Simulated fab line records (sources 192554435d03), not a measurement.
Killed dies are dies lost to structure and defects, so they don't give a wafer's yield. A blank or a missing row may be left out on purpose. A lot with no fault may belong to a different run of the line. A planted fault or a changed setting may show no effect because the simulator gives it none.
A sampling plan put to the test -- flow n5 finfet -- one fab line, 22 faults that these records tell of, each judged on the records of the lots that it struck
The plan consists of the line's own looks: route steps at which the wafer is read by a gauge or an inspection but not changed. Where struck wafers have a number at a look and the file lists that look's usual mean and standard deviation on fault-free wafers, the look can be judged. Caught: 4 or more of those standard deviations (sigma) separate the usual mean from the mean of the struck wafers at a look after the fault's first step. On the tool: here the same test is run on the tool's own readings at the fault's steps. It also counts as caught if the struck wafers ran another recipe or if their record alone is blank.

## THE FAULTS, as the simulator had put them in
1. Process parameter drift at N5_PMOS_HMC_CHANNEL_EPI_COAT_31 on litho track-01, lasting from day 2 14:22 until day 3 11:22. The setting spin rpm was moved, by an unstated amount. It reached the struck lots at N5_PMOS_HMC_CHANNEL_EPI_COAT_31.
2. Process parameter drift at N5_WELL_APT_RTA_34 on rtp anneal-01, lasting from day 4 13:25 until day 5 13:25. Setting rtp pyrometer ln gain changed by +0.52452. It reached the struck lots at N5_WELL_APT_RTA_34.
3. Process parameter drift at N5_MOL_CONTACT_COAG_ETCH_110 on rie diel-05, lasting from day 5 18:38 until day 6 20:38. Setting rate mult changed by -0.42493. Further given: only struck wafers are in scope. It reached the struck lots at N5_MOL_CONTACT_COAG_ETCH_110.
4. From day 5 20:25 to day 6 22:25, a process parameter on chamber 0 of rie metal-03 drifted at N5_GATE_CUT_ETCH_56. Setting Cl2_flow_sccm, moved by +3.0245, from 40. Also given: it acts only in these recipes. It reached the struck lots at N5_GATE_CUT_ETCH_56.
5. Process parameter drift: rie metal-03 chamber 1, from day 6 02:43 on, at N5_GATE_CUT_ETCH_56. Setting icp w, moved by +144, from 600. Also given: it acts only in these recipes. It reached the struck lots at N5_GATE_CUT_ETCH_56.
6. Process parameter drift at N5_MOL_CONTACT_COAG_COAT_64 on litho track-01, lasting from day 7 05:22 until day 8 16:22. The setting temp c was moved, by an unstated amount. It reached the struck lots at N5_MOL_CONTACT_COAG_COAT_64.
7. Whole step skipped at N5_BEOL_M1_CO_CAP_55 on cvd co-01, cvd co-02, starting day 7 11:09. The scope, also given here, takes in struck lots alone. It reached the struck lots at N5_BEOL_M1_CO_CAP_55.
8. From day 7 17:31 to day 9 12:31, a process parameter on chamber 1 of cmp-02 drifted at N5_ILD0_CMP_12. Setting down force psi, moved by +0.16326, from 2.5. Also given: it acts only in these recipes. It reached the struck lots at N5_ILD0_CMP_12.
9. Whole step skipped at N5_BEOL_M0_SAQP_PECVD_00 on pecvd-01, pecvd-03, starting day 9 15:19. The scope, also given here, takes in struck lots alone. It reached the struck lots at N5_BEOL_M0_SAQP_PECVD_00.
10. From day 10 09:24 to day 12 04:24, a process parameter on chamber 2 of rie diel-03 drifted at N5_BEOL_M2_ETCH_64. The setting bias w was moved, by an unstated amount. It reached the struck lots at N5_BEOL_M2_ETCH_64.
11. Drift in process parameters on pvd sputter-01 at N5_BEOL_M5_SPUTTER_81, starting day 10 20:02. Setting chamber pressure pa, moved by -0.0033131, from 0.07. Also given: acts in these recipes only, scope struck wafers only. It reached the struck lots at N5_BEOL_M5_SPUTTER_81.
12. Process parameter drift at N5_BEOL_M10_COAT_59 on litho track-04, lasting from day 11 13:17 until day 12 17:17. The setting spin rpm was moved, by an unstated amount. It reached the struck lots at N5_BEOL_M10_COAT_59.
13. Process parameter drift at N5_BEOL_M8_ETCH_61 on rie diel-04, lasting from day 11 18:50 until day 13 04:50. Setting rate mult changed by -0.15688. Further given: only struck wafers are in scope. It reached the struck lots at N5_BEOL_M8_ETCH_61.
14. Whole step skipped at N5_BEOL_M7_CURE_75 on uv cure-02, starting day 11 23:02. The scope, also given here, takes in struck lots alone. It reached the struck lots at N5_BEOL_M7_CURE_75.
15. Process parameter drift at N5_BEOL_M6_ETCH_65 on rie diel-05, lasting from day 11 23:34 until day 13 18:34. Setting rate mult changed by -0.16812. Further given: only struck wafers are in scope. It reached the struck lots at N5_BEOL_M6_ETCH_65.
16. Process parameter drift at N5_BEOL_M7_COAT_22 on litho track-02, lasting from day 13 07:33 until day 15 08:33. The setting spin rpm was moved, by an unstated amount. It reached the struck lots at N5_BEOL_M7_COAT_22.
17. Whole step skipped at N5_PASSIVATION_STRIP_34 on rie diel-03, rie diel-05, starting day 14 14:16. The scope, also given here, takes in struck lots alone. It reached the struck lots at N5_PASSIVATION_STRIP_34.
18. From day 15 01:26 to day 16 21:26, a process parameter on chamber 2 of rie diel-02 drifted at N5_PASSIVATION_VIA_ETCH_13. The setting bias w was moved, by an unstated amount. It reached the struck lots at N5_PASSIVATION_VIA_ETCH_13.
19. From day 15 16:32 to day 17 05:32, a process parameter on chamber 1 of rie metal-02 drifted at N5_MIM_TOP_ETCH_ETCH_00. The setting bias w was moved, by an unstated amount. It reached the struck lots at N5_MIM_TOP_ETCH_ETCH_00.
20. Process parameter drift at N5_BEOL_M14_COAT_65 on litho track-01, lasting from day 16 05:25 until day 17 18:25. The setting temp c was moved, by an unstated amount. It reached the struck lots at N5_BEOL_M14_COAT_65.
21. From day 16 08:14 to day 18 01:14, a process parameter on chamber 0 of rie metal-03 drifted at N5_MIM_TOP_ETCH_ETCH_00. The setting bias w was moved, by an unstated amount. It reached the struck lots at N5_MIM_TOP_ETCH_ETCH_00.
22. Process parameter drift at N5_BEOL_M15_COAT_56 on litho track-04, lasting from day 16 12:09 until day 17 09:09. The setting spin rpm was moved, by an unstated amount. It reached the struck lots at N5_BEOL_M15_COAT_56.

## WHAT THE PLAN SAW
fault,on the tool itself,first look that catches it,"reading, sigma",median hours from its first step to that look,hours from the fault's start to the first struck lot there,judged looks passed uncaught
1,spin speed rpm +99 or beyond sigma,none of the 2 looks that can be judged after it,-,-,-,2
2,lamp_zone_4_pct -63 sigma,N5_BEOL_M4_RC_MEAS_101,IOFF_N_LONG +6.0,168.2,168,0
3,only faintly: oes product au -2.8 sigma,not the one look that can be judged after it,-,-,-,1
4,mfc cl2 sccm +23 sigma,not the one look that can be judged after it,-,-,-,1
5,rf fwd power W +59 sigma,not the one look that can be judged after it,-,-,-,1
6,plate temp C +24 sigma,none of the 3 looks that can be judged after it,-,-,-,3
7,the tool's record is blank for the struck wafers,not the one look that can be judged after it,-,-,-,1
8,head pressure psi +30 sigma,not the one look that can be judged after it,-,-,-,1
9,the tool's record is blank for the struck wafers,N5_BEOL_M0_RS_MEAS_126,M0_RS +9.2,12.1,16,0
10,bias w +98 sigma,not the one look that can be judged after it,-,-,-,1
11,chamber pressure pa -25 sigma,no look after it can be judged,-,-,-,0
12,spin speed rpm -99 or beyond sigma,not the one look that can be judged after it,-,-,-,1
13,etch rf on time s +9.4 sigma,no look after it can be judged,-,-,-,0
14,the tool's record is blank for the struck wafers,no look after it can be judged,-,-,-,0
15,etch rf on time s +9.7 sigma,not the one look that can be judged after it,-,-,-,1
16,spin speed rpm +49 sigma,not the one look that can be judged after it,-,-,-,1
17,the tool's record is blank for the struck wafers,no look after it can be judged,-,-,-,0
18,bias w -15 sigma,no look after it can be judged,-,-,-,0
19,bias w -17 sigma,no look after it can be judged,-,-,-,0
20,plate temp C -69 sigma,not the one look that can be judged after it,-,-,-,1
21,bias w +65 sigma,no look after it can be judged,-,-,-,0
22,spin speed rpm -99 or beyond sigma,no look after it can be judged,-,-,-,0
A dash: the fault is not caught, or the number is missing from these records.

Caught at a look: 2 of 22. Caught on the tool: 21 of 22. By one or the other: 21 of 22.
Faults 1, 4, 5, 6, 7, 8, 10, 11, 12, 13, 14, 15, 16, 17, 18, 19, 20, 21, 22 were caught on the tool alone.
Caught by neither: fault 3.

## THINNER SAMPLING
Were the look that catches a fault to measure just every second or every third lot (counted by lot number), the first struck lot would, at worst, be measured this late:
fault,"struck lots at that look, in order of time",every lot,every second lot,every third lot
2,"L945, L948",168 h,191 h,may miss all 2
9,"L359, L360, L361",16 h,25 h,31 h
Hours: fault start to first struck lot measured. The test against the limit of 4 sigma pooled every struck wafer, which means one lot taken alone may stay below that limit. Other struck lots may not be in these records.

## THE LONGEST TIMED WAY FROM STEP TO LOOK
Fault 2: the median time between N5_WELL_APT_RTA_34 and N5_BEOL_M4_RC_MEAS_101 is 168.2 hours. No look between them can be judged.
